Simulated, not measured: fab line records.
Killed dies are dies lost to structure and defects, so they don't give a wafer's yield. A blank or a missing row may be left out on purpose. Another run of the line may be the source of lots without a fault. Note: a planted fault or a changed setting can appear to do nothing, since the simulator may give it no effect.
8D (eight disciplines) problem report, filled in by code + flow nand-harc + the parts of the form that need people (team, actions taken, sign-off) are left out

## 1. THE ISSUE
Wafers without a fault read 188.44 W, standard deviation 0.13; heater-power-total-W at NHARC_A_M1_SOFTBAKE_04 reads a mean of 192.59 W on 6 wafers belonging to 2 lots. That is +32 standard deviations from the usual mean.
The step: time 55 s.
First observed at day 22 17:00: wafer L485.1, on litho-track-01. The record holds 36 wafers of 12 lots with a number at this step. The rule behind "out" and "out of limits": a value lying over 4 standard deviations away from the usual mean. The rest of the wafers with a number are treated as sound.

## 2. WHAT IT IS, WHAT IT ISN'T
| question                    | is                     | is not                                                                    |
|-----------------------------|------------------------|---------------------------------------------------------------------------|
| which readings at this step | heater-power-total-W   | -                                                                         |
| which lots                  | L485, L487             | L467, L468, L470, L473, L474, L475, L478, L482, L489, L490                |
| which wafers of those lots  | all that have a number | -                                                                         |
| read on which tools         | litho-track-01         | litho-track-04, litho-track-06                                            |
| when                        | from day 22 17:00      | up to then (24 sound wafers); but 6 sound wafers of L489, L490 came after |

## 3. WHAT RULES OUT EACH SUSPECT
Counting: a tool stays on the suspect list if, at a process step up to the reading, it processed all lots that are out and no sound lot following the first of them.
- litho-track-01 at NHARC_A_M1_SOFTBAKE_04 (time 55 s): kept. It ran every lot that is out, first L485 (day 22 17:00), and no sound lot after that; its last sound lot up to then is L482 (day 22 00:00). Its own readings are out on those wafers: heater-power-total-W.
Remaining after the count: litho-track-01 at NHARC_A_M1_SOFTBAKE_04.

## 4. THE CAUSE (what the simulator had put in)
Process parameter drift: litho-track-01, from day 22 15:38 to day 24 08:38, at NHARC_A_M1_SOFTBAKE_04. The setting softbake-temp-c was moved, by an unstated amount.
This tool alone remained once counting was done.

## 5. SEQUENCE OF EFFECTS, ordered by route
Each row: a reading where the mean over the struck wafers with a number is more than 3 standard deviations away from the usual. Only readings whose record carries a usual standard deviation are examined. hours: median over the lots of the time between each lot's start at the first step of this table that gives one and its start at this step. sigmas: the change, counted in usual standard deviations.
| hours | step                   | reading              | usual    | on struck wafers | change | sigmas |
|-------|------------------------|----------------------|----------|------------------|--------|--------|
| 0     | NHARC_A_M1_SOFTBAKE_04 | heater-power-total-W | 188.44 W | 192.59           | +4.16  | +32    |
The process steps in it:
- NHARC_A_M1_SOFTBAKE_04: time 55 s.
Later steps that measure or inspect, where all struck wafers having a row at the step show a number for every such reading and not one has moved that far: NHARC_END_SORT_01.

## 6. HOW IT WOULD HAVE BEEN CAUGHT EARLIER
In this record the first reading out of limits was taken at day 22 17:00, 1 hour after the fault began at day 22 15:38.
